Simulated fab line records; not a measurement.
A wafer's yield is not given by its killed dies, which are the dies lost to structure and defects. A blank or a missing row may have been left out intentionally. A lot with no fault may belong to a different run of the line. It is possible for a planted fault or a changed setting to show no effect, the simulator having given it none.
fab line records -- flow n5_finfet
record lots=5, wafers=15, last_day=18
route steps=1938 shown PMOS_HMC_CHANNEL_EPI@62 FIN_SAQP@90 BEOL_M4@1111 PASSIVATION@1936
lots with no fault: from the same line, run without faults
start_h: the number of hours between the record's first day and the start of the first shown wafer of the lot -- wait_h: hours elapsed since this lot's preceding step -- " repeats the value in the row above -- L1.1+2: several wafers, shown together as one row -- - no value, or no start given -- * or withheld: withheld -- < > ~ a bound
route shown NAME@n: a module of which the file shows steps, and the number in the route of the first -- usual: the fault-free wafers' mean and standard deviation -- same: alike in all rows -- chamber/n: place in a boat -- sites: readings site by site -- _std_site: standard deviation of those values -- _edge_site: the outer-site mean with the inner-site mean subtracted -- radius_mm: for every site, how far away it sits from the centre of the wafer -- mask NAME#n: copy n -- behind: tool/chamber where the wafer was last shaped -- hold: why the lot was held/for how many hours/how that ended -- device: names the non-switching transistor (n, p or np) -- end of line: tests of these same wafers at the route's end -- where a step has no rows: the recipe by itself -- killed: at the first sort, the dies lost to defects and structure; wafer yield is something else -- map: a wafer's dies, x killed, . not, _ none there
set.NAME: the setting that was run; set.NAME@STEP: the one run at that earlier step -- model.NAME: the simulator's own value behind a step, which no gauge read
a table for each step, a row for each wafer; lots at some steps of the route
services: a tool's chamber out of use, with start hour (start_h, from the record's first day; less than 0 if before it), hours out, and reason
## steps
# step N5_PMOS_HMC_CHANNEL_EPI_EXPOSE_06
# recipe mask_id=PMOS_HMC_BLK, na=1.35, source_shape=conventional, sigma_outer=0.8, polarization=unpolarized, target_cd_nm=240, dose_mj=41
# step N5_PMOS_HMC_CHANNEL_EPI_PEB_07
# recipe peb_temp_c=110, peb_time_s=60, resist=CAR-ArF-block
# step N5_PMOS_HMC_CHANNEL_EPI_DEVELOP_08
# recipe develop_time_s=30, developer=TMAH, resist=CAR-ArF-block, dev_temp_c=23, rinse_liquid=diw, dry=air_spin
# step N5_PMOS_HMC_CHANNEL_EPI_DESCUM_14
# recipe chemistry=O2, time_s=7.9, source_power_w=50, bias_power_w=20, pressure_mtorr=20, rf_frequency_hz=2.712e+07, temp_c=40, resist=CAR-ArF-block, o2_flow_sccm=225
# step N5_PMOS_HMC_CHANNEL_EPI_ETCH_32
# recipe chemistry=N2/H2, target=BARC, stop_on=SiO2, target_depth_a=858, over_etch_frac=0.3, time_s=50.3, ion_energy_ev=200, mask_material=CAR-ArF-block, pressure_mtorr=30, source_w=840, bias_w=150, n2_flow_sccm=200, h2_flow_sccm=200
# step N5_PMOS_HMC_CHANNEL_EPI_HM_OPEN_15
# recipe chemistry=CHF3/O2, target=SiO2, mask_material=CAR-ArF-block, target_depth_a=406, CHF3_flow_sccm=50, O2_flow_sccm=5, Ar_flow_sccm=200, time_s=20.3, pressure_mtorr=30, source_w=650, bias_w=170, ion_energy_ev=200
# step N5_PMOS_HMC_CHANNEL_EPI_STRIP_33
# recipe chemistry=N2/H2, power_w=500, temp_c=40, pressure_mtorr=50, rf_frequency_hz=6e+07, overash_fraction=0.3, bias_power_w=8, h2_frac=0.5, n2_flow_sccm=300, h2_flow_sccm=300
# step N5_PMOS_HMC_CHANNEL_EPI_STRIP_17
# recipe chemistry=SPM, time_s=750, temp_c=130, h2so4_h2o2_vol_ratio=4, dry=ipa_marangoni
# step N5_PMOS_HMC_CHANNEL_EPI_ETCH_38
# recipe chemistry=CF4, target=SiO2, target_depth_a=15, ion_energy_ev=350, pressure_mtorr=10, icp_w=800, bias_w=400, cf4_flow_sccm=80
# step N5_PMOS_HMC_CHANNEL_EPI_FIN_RECESS_16
# recipe chemistry=HBr/Cl2, target=Si, mask_material=SiO2, target_depth_a=540, time_s=18, pressure_mtorr=10, icp_w=800, bias_w=75, HBr_flow_sccm=150, Cl2_flow_sccm=80
# usual HBr_flow_sccm=150.0/0.44, bias_w=74.97/0.21, drypump_motor_current_A=5.7/0.59, oes_product_au=1.004/0.016, throttle_valve_pct=35.5/0.44
lot.wafer,tool,chamber,start_h,wait_h,HBr_flow_sccm,bias_w,drypump_motor_current_A,oes_product_au,rf_hours_counter_h,throttle_valve_pct,model.SiO2_of_PMOS_HMC_CHANNEL_EPI_HM_DEP_34.thk_nm
L525.2,rie_si-04,3,42.05,0.0,149.8,75.48,6.3,0.993,73,34.7,30.28
L525.4,rie_si-04,1,42.05,0.0,149.8,74.69,6.0,0.994,7,35.1,30.9
L525.6,rie_si-04,1,42.05,0.0,149.8,75.00,6.0,0.985,-,35.1,30.51
L535.1,rie_si-05,2,102.07,0.0,-,-,-,-,-,-,33.31
L535.4,rie_si-05,0,102.07,0.0,-,-,-,-,-,-,34.34
L535.6,rie_si-05,1,102.07,0.0,-,-,-,-,-,-,34.25
L536.1,rie_si-03,0,107.99,0.0,-,-,-,-,-,-,34.26
L536.2,rie_si-03,2,107.99,0.0,-,-,-,-,-,-,34.91
L536.4,rie_si-03,3,107.99,0.0,-,-,-,-,-,-,34.48
L537.2,rie_si-04,3,113.79,0.0,-,-,-,-,-,-,34.18
L537.4,rie_si-04,1,113.79,0.0,-,-,-,-,-,-,34.54
L537.5,rie_si-04,2,113.79,0.0,-,-,-,-,-,-,35.69
L543.2,rie_si-04,2,149.48,0.0,150.2,75.32,5.5,1.027,8,35.8,30.3
L543.3,rie_si-04,1,149.48,0.0,149.9,74.88,6.0,0.999,10,35.1,30.47
L543.6,rie_si-04,3,149.48,0.0,151.4,75.34,6.2,0.995,-,34.7,30.45
# step N5_PMOS_HMC_CHANNEL_EPI_PRECLEAN_36
# recipe chemistry=O3/DIW, time_s=45, temp_c=22, o3_ppm=10
# step N5_PMOS_HMC_CHANNEL_EPI_PRECLEAN_18
# recipe chemistry=DHF, time_s=30, temp_c=25, dilution=withheld
# usual temp_c=25.01/0.11
lot.wafer,tool,chamber,start_h,wait_h,temp_c,model.SiO2_of_PMOS_HMC_CHANNEL_EPI_HM_DEP_34.thk_nm
L525.2,wet_bench-02,1,42.17,0.0,25.24,24.71
L525.4,wet_bench-02,7,42.17,0.0,24.94,25.34
L525.6,wet_bench-02,6,42.17,0.0,25.03,24.98
L535.1,wet_bench-01,5,102.19,0.0,25.11,27.79
L535.4,wet_bench-01,1,102.19,0.0,25.07,28.8
L535.6,wet_bench-01,6,102.19,0.0,25.07,28.76
L536.1,wet_bench-04,3,108.10,0.0,24.90,28.68
L536.2,wet_bench-04,7,108.10,0.0,25.01,29.35
L536.4,wet_bench-04,6,108.10,0.0,25.10,28.91
L537.2,wet_bench-04,0,113.90,0.0,25.00,28.55
L537.4,wet_bench-04,4,113.90,0.0,24.92,28.9
L537.5,wet_bench-04,1,113.90,0.0,25.02,30.07
L543.2,wet_bench-01,7,149.59,0.0,24.86,24.72
L543.3,wet_bench-01,2,149.59,0.0,25.16,24.91
L543.6,wet_bench-01,6,149.59,0.0,25.16,24.92
# step N5_PMOS_HMC_CHANNEL_EPI_SRD_19
# recipe dry=ipa_marangoni, do_ppb=5, time_s=30, temp_c=23, rinse_liquid=diw
# step N5_PMOS_HMC_CHANNEL_EPI_EPI_20
# recipe material=SiGe30, mask_material=SiO2, pressure_torr=20, target_thk_a=590, temp_c=600
# step N5_PMOS_HMC_CHANNEL_EPI_HM_STRIP_35
# recipe chemistry=dHF, temp_c=25, material=SiO2, target=SiO2, target_depth_a=396, time_s=216
# step N5_PMOS_HMC_CHANNEL_EPI_SRD_39
# recipe dry=ipa_marangoni, time_s=30, temp_c=23, rinse_liquid=diw
# step N5_PMOS_HMC_CHANNEL_EPI_CMP_21
# recipe material=SiGe30, post_cmp_clean=alkaline_brush, target_thk_nm=54
# step N5_PMOS_HMC_CHANNEL_EPI_PRECLEAN_40
# recipe chemistry=DHF, time_s=30, temp_c=25, dilution=withheld
# step N5_PMOS_HMC_CHANNEL_EPI_PRECLEAN_37
# recipe chemistry=O3/DIW, time_s=45, temp_c=22, o3_ppm=10
# step N5_PMOS_HMC_CHANNEL_EPI_PRECLEAN_24
# recipe chemistry=DHF, time_s=30, temp_c=25, dilution=withheld
# step N5_PMOS_HMC_CHANNEL_EPI_SRD_25
# recipe dry=ipa_marangoni, do_ppb=5, time_s=30, temp_c=23, rinse_liquid=diw
# step N5_PMOS_HMC_CHANNEL_EPI_EPI_26
# recipe material=Si, target_thk_a=38, temp_c=650, precursor=SiH4/H2, pressure_torr=20, time_s=22.7
# step N5_FIN_SAQP_PRECLEAN_42
# recipe chemistry=O3/DIW, time_s=60, temp_c=22, o3_ppm=10
# step N5_FIN_SAQP_PRECLEAN_00
# recipe chemistry=SC1, time_s=60, temp_c=55, mix=1:2:50
# step N5_FIN_SAQP_PRECLEAN_44
# recipe chemistry=SC2, time_s=45, temp_c=35, mix=1:1:50
# step N5_FIN_SAQP_SRD_01
# recipe dry=ipa_marangoni, time_s=30, temp_c=23, rinse_liquid=diw
# step N5_FIN_SAQP_ALD_61
# recipe material=SiO2, target_thk_a=40, temp_c=300, ald_precursor_family=BDEAS, ald_co_reactant=O2-plasma, pulse_time_s=1, purge_time_s=2, co_reactant_purge_time_s=2, ald_cycles=43, pressure_torr=2
# step N5_FIN_SAQP_DENSIFY_62
# recipe temp_c=700, time_s=60, ambient=N2, idle_temp_c=600, ramp_up_c_per_s=150, ramp_down_c_per_s=60, cool_to_c=600
# step N5_FIN_SAQP_HM_DEP_03
# recipe material=SiNx, target_thk_a=380, temp_c=400, precursor=SiH4/NH3/N2, pressure_torr=1.5, rf_w=300, time_s=33.6
# step N5_FIN_SAQP_PECVD_47
# recipe material=a-Si, target_thk_a=450, temp_c=400, precursor=SiH4/He, pressure_torr=3, rf_w=100, time_s=36.3
# step N5_FIN_SAQP_PECVD_48
# recipe material=SiNx, target_thk_a=250, temp_c=400, precursor=SiH4/NH3/N2, pressure_torr=1.5, rf_w=300, time_s=22.1
# step N5_FIN_SAQP_PECVD_06
# recipe material=a-Si, target_thk_a=600, temp_c=400, precursor=SiH4/He, pressure_torr=3, rf_w=100, time_s=48.1
# step N5_FIN_SAQP_HM_DEP_72
# recipe material=SiO2, target_thk_a=120, temp_c=400, precursor=SiH4/N2O, pressure_torr=0.75, rf_w=275, time_s=7.2
# step N5_FIN_SAQP_COAT_49
# recipe resist=SOC, temp_c=250, time_s=60, spin_rpm=1500, resist_thk_nm=100
# step N5_FIN_SAQP_OVL_MEAS_17
# recipe points_per_wafer=44
# usual FIN_CORE_OVL=0.0/0.8
# same points_per_wafer=44
lot.wafer,tool,chamber,start_h,wait_h,FIN_CORE_OVL[nm]
L525.2,overlay-02,0,45.57,0.0,0.2
L525.4,overlay-02,0,45.57,0.0,-0.8
L525.6,overlay-02,0,45.57,0.0,0.8
L535.1,overlay-02,0,105.78,0.0,-
L535.4,overlay-02,0,105.78,0.0,-
L535.6,overlay-02,0,105.78,0.0,-
L536.1,overlay-02,0,111.64,0.0,-
L536.2,overlay-02,0,111.64,0.0,-
L536.4,overlay-02,0,111.64,0.0,-
L537.2,overlay-02,0,117.99,0.0,-
L537.4,overlay-02,0,117.99,0.0,-
L537.5,overlay-02,0,117.99,0.0,-
L543.2,overlay-01,0,153.25,0.0,1.2
L543.3,overlay-01,0,153.25,0.0,2.3
L543.6,overlay-01,0,153.25,0.0,1.1
# step N5_BEOL_M4_RC_MEAS_101
# usual CJ_P=5.82/0.15, DIBL_N=36.3/1.9, DIBL_P=36.0/2.1, IOFF_N=0.16/0.031, IOFF_P=0.21/0.035, IOFF_P_85C=3.6/0.5, IOFF_P_LIN=0.100/0.012, IOFF_P_LONG=0.000108/8.2e-06, ION_N=675/14, ION_P=464/8.5, REXT_P=100.2/2.6, SS_N=71.5/0.6, SS_P=73.3/0.72, VT_N=250/3.2, VT_P=-250/3.1, VT_P_LONG=-275/3.1, VT_P_LVT=-98.9/2.6
lot.wafer,tool,chamber,start_h,wait_h,CJ_P,DIBL_N[mV/V],DIBL_P[mV/V],IOFF_N[nA/um],IOFF_P[nA/um],IOFF_P_85C[nA/um],IOFF_P_LIN[nA/um],IOFF_P_LONG[nA/um],ION_N[uA/um],ION_P[uA/um],REXT_P[ohm.um],SS_N[mV/dec],SS_P[mV/dec],VT_N[mV],VT_P[mV],VT_P_LONG[mV],VT_P_LVT[mV]
L525.2,prober-02,0,186.20,0.2,6.08,35.7,36.1,0.15,0.20,3.4,0.096,0.000104,679,466,95.8,71.0,73.9,252,-252,-278,-101.8
L525.4,prober-02,0,186.20,0.2,5.83,38.5,39.5,0.18,0.25,4.2,0.111,9.9e-05,674,465,96.3,72.0,74.8,252,-247,-276,-98.1
L525.6,prober-02,0,186.20,0.2,5.84,34.7,35.2,0.13,0.19,3.2,0.090,9.8e-05,660,457,95.8,71.1,73.1,252,-255,-277,-102.8
L535.1,prober-01,0,285.09,0.0,6.48,35.8,54.2,0.14,0.00,0.0,0.000,3.1e-05,661,114,77.3,71.6,75.4,252,-417,-497,-266.4
L535.4,prober-01,0,285.09,0.0,6.53,36.8,55.6,0.16,0.00,0.1,0.001,3.2e-05,680,119,77.6,71.9,76.3,249,-413,-494,-263.7
L535.6,prober-01,0,285.09,0.0,6.49,35.7,53.9,0.14,0.00,0.0,0.000,3.1e-05,679,120,77.0,72.4,75.8,250,-417,-494,-266.2
L537.2,prober-02,0,295.45,0.2,6.50,34.9,54.2,0.13,0.00,0.0,0.000,3.1e-05,667,116,76.7,71.4,76.8,251,-415,-497,-268.9
L537.4,prober-02,0,295.45,0.2,6.48,37.8,58.4,0.19,0.00,0.1,0.001,3.2e-05,690,119,76.0,71.7,77.9,247,-413,-495,-264.1
L537.5,prober-02,0,295.45,0.2,6.48,38.5,59.5,0.20,0.00,0.1,0.001,3.3e-05,696,121,76.7,72.1,77.4,244,-409,-499,-264.3
L536.1,prober-01,0,302.36,0.0,6.40,35.9,56.2,0.14,0.00,0.0,0.000,2.9e-05,676,118,76.6,71.2,76.8,254,-418,-495,-265.7
L536.2,prober-01,0,302.36,0.0,6.50,36.6,57.5,0.16,0.00,0.1,0.001,3.1e-05,672,119,76.5,71.3,76.2,250,-417,-497,-261.3
L536.4,prober-01,0,302.36,0.0,6.43,32.7,52.3,0.10,0.00,0.0,0.000,3e-05,670,117,77.2,70.9,75.4,256,-425,-496,-267.5
L543.2,prober-02,0,324.74,0.2,5.90,35.5,35.9,0.15,0.22,3.8,0.105,0.000121,698,483,99.3,71.4,73.2,249,-250,-276,-97.8
L543.3,prober-02,0,324.74,0.2,5.66,33.4,33.9,0.11,0.20,3.5,0.098,0.000114,652,462,99.1,71.5,71.7,255,-248,-271,-98.7
L543.6,prober-02,0,324.74,0.2,5.76,34.1,34.3,0.13,0.20,3.4,0.099,0.000117,683,478,101.0,72.3,72.5,253,-250,-272,-99.6
# step N5_PASSIVATION_PROBE_49
# usual defect_limited_yield=91.0/1.5, killed_at_M0_to_M3=32/9.6, killed_at_M4_up=13/4.7, killed_at_contacts=13/7.2, killed_at_front_end=44/13, killed_at_other=4/3.4, killed_dies=106/18, killed_on_rim=14/4.2, killed_open=70/13, killed_short=35/8, sort_bin_5_function=5.3/0.97, sort_bin_6_memory=3.4/0.73, sort_bin_8_speed=0.00/0.036, sort_n_pass=1074/18, sort_yield_pct=91.0/1.5
# same gross_dies=1180, killed_at_back_side=0, sort_bin_4_leakage[%]=0
lot.wafer,tool,chamber,start_h,wait_h,defect_limited_yield[%],killed_at_M0_to_M3,killed_at_M4_up,killed_at_contacts,killed_at_front_end,killed_at_other,killed_dies,killed_on_rim,killed_open,killed_short,sort_bin_5_function[%],sort_bin_6_memory[%],sort_bin_8_speed[%],sort_n_pass,sort_yield_pct[%]
L525.2,prober-01,-,266.06,0.1,89.4,44,5,6,61,9,125,20,75,48,6.5,3.3,0,1055,89.4
L525.4,prober-01,-,266.16,0.2,93.7,23,10,6,26,9,74,5,47,26,3.5,2.4,0,1106,93.7
L525.6,prober-01,-,266.26,0.3,91.1,19,6,2,69,9,105,22,62,43,5.5,2.9,0,1075,91.1
L535.1,prober-02,-,375.90,0.0,92.1,49,14,10,17,3,93,14,68,21,5.3,2.4,92.12,0,0
L535.4,prober-02,-,376.05,0.2,91.7,28,17,5,43,5,98,19,65,30,5.1,3.1,91.69,0,0
L535.6,prober-02,-,376.15,0.3,91.4,43,16,15,26,1,101,16,63,35,5.4,2.6,91.44,0,0
L537.2,prober-02,-,396.81,0.1,90.0,14,18,18,64,4,118,12,75,42,6.4,3.5,90.00,0,0
L537.4,prober-02,-,396.91,0.2,91.1,38,13,18,36,0,105,24,69,34,5.7,2.7,91.10,0,0
L537.5,prober-02,-,396.96,0.2,90.8,19,10,9,65,5,108,14,65,40,6.3,2.5,90.85,0,0
L536.1,prober-02,-,425.07,0.0,91.0,31,15,5,48,7,106,14,55,44,5.5,3.1,91.02,0,0
L536.2,prober-02,-,425.12,0.1,87.5,25,10,24,84,5,148,21,84,56,6.9,4.5,87.46,0,0
L536.4,prober-02,-,425.22,0.2,92.2,29,5,3,54,1,92,11,57,32,4.5,3.0,92.20,0,0
# killed by level:class
L525.2 FIN_SAQP:geometric_particle:open=16 FIN_SAQP:geometric_particle:short=14 BEOL_M0_SAQP:geometric_particle:open=14 GATE_CUT:geometric_particle:short=9 BEOL_M0_SAQP:geometric_particle:short=8 BEOL_M2:geometric_particle:open=7 GATE_CUT:geometric_particle:open=6 BEOL_M3:geometric_particle:open=5
L525.4 FIN_SAQP:geometric_particle:open=8 BEOL_M0_SAQP:geometric_particle:short=8 BEOL_M0_SAQP:geometric_particle:open=7 MIM_BOT:geometric_particle:open=5 BEOL_M3:geometric_particle:open=5 FIN_SAQP:geometric_particle:short=4 STI_FIN_REVEAL:geometric_particle:open=4 MOL_CONTACT_COAG:geometric_particle:short=4
L525.6 STI_FIN_REVEAL:geometric_particle:open=19 FIN_SAQP:geometric_particle:open=12 FIN_SAQP:geometric_particle:short=9 GATE_CUT:geometric_particle:short=5 ILD0:geometric_particle:short=5 BEOL_M0_SAQP:geometric_particle:open=5 MIM_BOT:geometric_particle:short=5 STI_FIN_REVEAL:geometric_particle:short=4
L535.1 BEOL_M0_SAQP:geometric_particle:open=15 BEOL_M1:geometric_particle:open=10 MOL_CONTACT_COAG:geometric_particle:open=9 BEOL_M0:geometric_particle:short=8 BEOL_M2:geometric_particle:open=6 STI_FIN_REVEAL:geometric_particle:open=5 DUMMY_GATE:geometric_particle:open=4 FIN_SAQP:geometric_particle:open=3
L535.4 BEOL_M0_SAQP:geometric_particle:open=11 FIN_SAQP:geometric_particle:short=10 FIN_SAQP:geometric_particle:open=9 STI_FIN_REVEAL:geometric_particle:open=8 BEOL_M0_SAQP:geometric_particle:short=6 MOL_CONTACT_COAG:geometric_particle:open=5 DUMMY_GATE:geometric_particle:open=5 MIM_BOT:geometric_particle:short=4
L535.6 BEOL_M0_SAQP:geometric_particle:open=12 MOL_CONTACT_COAG:geometric_particle:open=11 BEOL_M0_SAQP:geometric_particle:short=8 BEOL_M0:geometric_particle:short=8 BEOL_M2:geometric_particle:open=6 FIN_SAQP:geometric_particle:open=5 FIN_SAQP:geometric_particle:short=5 BEOL_M4:geometric_particle:open=5
L537.2 FIN_SAQP:geometric_particle:short=18 FIN_SAQP:geometric_particle:open=15 STI_FIN_REVEAL:geometric_particle:open=15 MOL_CONTACT_COAG:geometric_particle:open=14 BEOL_M4:geometric_particle:open=8 BEOL_M2:geometric_particle:open=5 BEOL_M4:geometric_particle:short=5 MOL_CONTACT_COAG:geometric_particle:short=4
L537.4 MOL_CONTACT_COAG:geometric_particle:open=16 STI_FIN_REVEAL:geometric_particle:open=12 FIN_SAQP:geometric_particle:open=7 BEOL_M0_SAQP:geometric_particle:open=7 BEOL_M0_SAQP:geometric_particle:short=7 BEOL_M3:geometric_particle:short=6 BEOL_M4:geometric_particle:open=5 BEOL_M3:geometric_particle:open=5
L537.5 FIN_SAQP:geometric_particle:open=20 STI_FIN_REVEAL:geometric_particle:open=14 FIN_SAQP:geometric_particle:short=13 BEOL_M2:geometric_particle:open=7 MOL_CONTACT_COAG:geometric_particle:open=5 GATE_CUT:geometric_particle:short=4 MOL_CONTACT_COAG:geometric_particle:short=4 STARTING-WAFER:geometric_particle:short=4
L536.1 FIN_SAQP:geometric_particle:short=15 FIN_SAQP:geometric_particle:open=13 BEOL_M0_SAQP:geometric_particle:open=8 BEOL_M3:geometric_particle:open=7 ILD0:geometric_particle:short=5 MOL_CONTACT_COAG:geometric_particle:open=5 BEOL_M2:geometric_particle:open=4 BEOL_M0_SAQP:geometric_particle:short=4
L536.2 FIN_SAQP:geometric_particle:open=32 FIN_SAQP:geometric_particle:short=23 MOL_CONTACT_COAG:geometric_particle:open=17 MOL_CONTACT_COAG:geometric_particle:short=7 GATE_CUT:geometric_particle:short=6 BEOL_M1:geometric_particle:open=6 STI_FIN_REVEAL:geometric_particle:open=5 HKMG_FIN:area_etch=5
L536.4 FIN_SAQP:geometric_particle:open=14 FIN_SAQP:geometric_particle:short=13 BEOL_M0_SAQP:geometric_particle:short=9 BEOL_M0_SAQP:geometric_particle:open=6 STI_FIN_REVEAL:geometric_particle:open=4 BEOL_M2:geometric_particle:open=4 BEOL_M3:geometric_particle:open=4 STARTING-WAFER:geometric_particle:open=4
# map L535.6 (x killed, . not)
_________________..xx....x...________________
______________....xx.xx........._____________
___________.xxx.........x..........__________
__________.........................._________
________.....x........................_______
_______........................x.......______
______..............x..................._____
_____....................................____
____.......................x......x..x....___
___.x......x...x.........x.................__
___.............x.........x.....x.......x..__
__......x...........x..........xx..........x_
__.x....x....x.....x........................_
_....x.....x...x......x.....x...............x
_..........x.................................
_......x.............x.................x..x..
_..........x...........x.....................
_.x....x..............x..........x...........
_....x.......................................
_x.x........x...xx.............x.............
_..........x...............x.x......x........
__.......................x.................x_
__.x.....x...x.x.........x..........x......._
___......x.............xx......x..x........__
___.........................x.........x....__
____.....x..........x....x.....x..........___
_____....................................____
______..................x....xx........x_____
_______...........x.....x....x.........______
________............x....xx..........._______
__________.....x.........x....x..x.._________
___________x........x.............x__________
______________...........xx...x._____________
_________________............________________
# map L536.2 (x killed, . not)
_________________............________________
______________..x....x.........x_____________
___________..........x.............__________
__________............x............._________
________......x......x...........x...._______
_______xx...........x..x..........x....______
______..x.................x............._____
_____....x.x....x..........x.........x...____
____..............xx.........x.....x.....x___
___.............x..x......xxx..x...........__
___.....x..x...........x...x............x..__
__....x..x........x....................x.xx._
__.................................xx......._
_..x..............x..x..x...xx...............
_x...x............xx..........xx.........x...
_...........x..x.............................
_....xx......x....x....x.....................
_.........................x.....x..........xx
_......x..x....x....x..x.....................
_.xx........x..x.x......................x....
_..x..........x.x....................x.xx....
__..x.x.....x...x......x......x..x.......x.x_
__....x.x....x.................x............_
___x...x......................x..x..x......__
___......x.......x..x.......x..............__
____...x.x........x.x...x.........x.......___
_____x...x........x...x....x...........x.____
______....x........x......x......x......_____
_______.x.....x.......x...............x______
________.....x...xx..x....x..........._______
__________x..x.x..........x.x......._________
___________xx..x..x......x...xx....__________
______________.x................_____________
_________________.xx...x.....________________
## services
tool,chamber,start_h,hours,kind
rie_si-05,2,23.97,1.3,repair
rie_si-04,2,28.68,1.0,repair
rie_si-04,0,37.80,2.8,repair
wet_bench-02,-,59.12,1.9,pm
rie_si-05,1,61.31,6.5,repair
wet_bench-04,-,66.67,2.9,repair
rie_si-04,-,76.99,0.3,repair
rie_si-04,0,82.15,13.6,repair
rie_si-03,0,125.66,9.2,repair
rie_si-03,-,129.77,0.4,repair
## key
first_sign step=N5_PMOS_HMC_CHANNEL_EPI_FIN_RECESS_16, reading=tool_record, direction=missing
effect step=N5_FIN_SAQP_OVL_MEAS_17, reading=FIN_CORE_OVL, direction=missing
effect step=N5_BEOL_M4_RC_MEAS_101, reading=VT_P_LONG, direction=down, sigmas=71, usual=-275, struck=-496
effect step=N5_BEOL_M4_RC_MEAS_101, reading=VT_P_LVT, direction=down, sigmas=63, usual=-98.9, struck=-265.4
effect step=N5_BEOL_M4_RC_MEAS_101, reading=VT_P, direction=down, sigmas=53, usual=-250, struck=-416
effect step=N5_BEOL_M4_RC_MEAS_101, reading=ION_P, direction=down, sigmas=41, usual=464, struck=118
effect step=N5_BEOL_M4_RC_MEAS_101, reading=IOFF_P_LONG, direction=down, sigmas=9.3, usual=0.000108, struck=3.1e-05
effect step=N5_BEOL_M4_RC_MEAS_101, reading=DIBL_P, direction=up, sigmas=9.3, usual=36.0, struck=55.8
effect step=N5_BEOL_M4_RC_MEAS_101, reading=REXT_P, direction=down, sigmas=8.9, usual=100.2, struck=76.9
effect step=N5_BEOL_M4_RC_MEAS_101, reading=IOFF_P_LIN, direction=down, sigmas=8, usual=0.100, struck=0.001
effect step=N5_BEOL_M4_RC_MEAS_101, reading=IOFF_P_85C, direction=down, sigmas=7.2, usual=3.6, struck=0.1
effect step=N5_BEOL_M4_RC_MEAS_101, reading=IOFF_P, direction=down, sigmas=6, usual=0.21, struck=0.00
effect step=N5_BEOL_M4_RC_MEAS_101, reading=CJ_P, direction=up, sigmas=4.5, usual=5.82, struck=6.48
effect step=N5_BEOL_M4_RC_MEAS_101, reading=SS_P, direction=up, sigmas=4.4, usual=73.3, struck=76.5
effect step=N5_PASSIVATION_PROBE_49, reading=sort_bin_8_speed, direction=up, sigmas=99+, usual=0.00, struck=90.88
model_effect step=N5_PMOS_HMC_CHANNEL_EPI_FIN_RECESS_16, value=SiO2_of_PMOS_HMC_CHANNEL_EPI_HM_DEP_34.thk_nm, without=30.28, struck=34.44
model_effect step=N5_PMOS_HMC_CHANNEL_EPI_PRECLEAN_18, value=SiO2_of_PMOS_HMC_CHANNEL_EPI_HM_DEP_34.thk_nm, without=24.7, struck=28.87
met_at N5_PMOS_HMC_CHANNEL_EPI_FIN_RECESS_16
struck_wafers L535.1,L535.4,L535.6,L536.1,L536.2,L536.4,L537.2,L537.4,L537.5
onset_between 42.05 102.07
fault kind=skipped_step_whole, tool=rie_si-03,rie_si-04,rie_si-05, chamber=-, onset_h=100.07, steps=N5_PMOS_HMC_CHANNEL_EPI_FIN_RECESS_16, scope=struck_lots_only
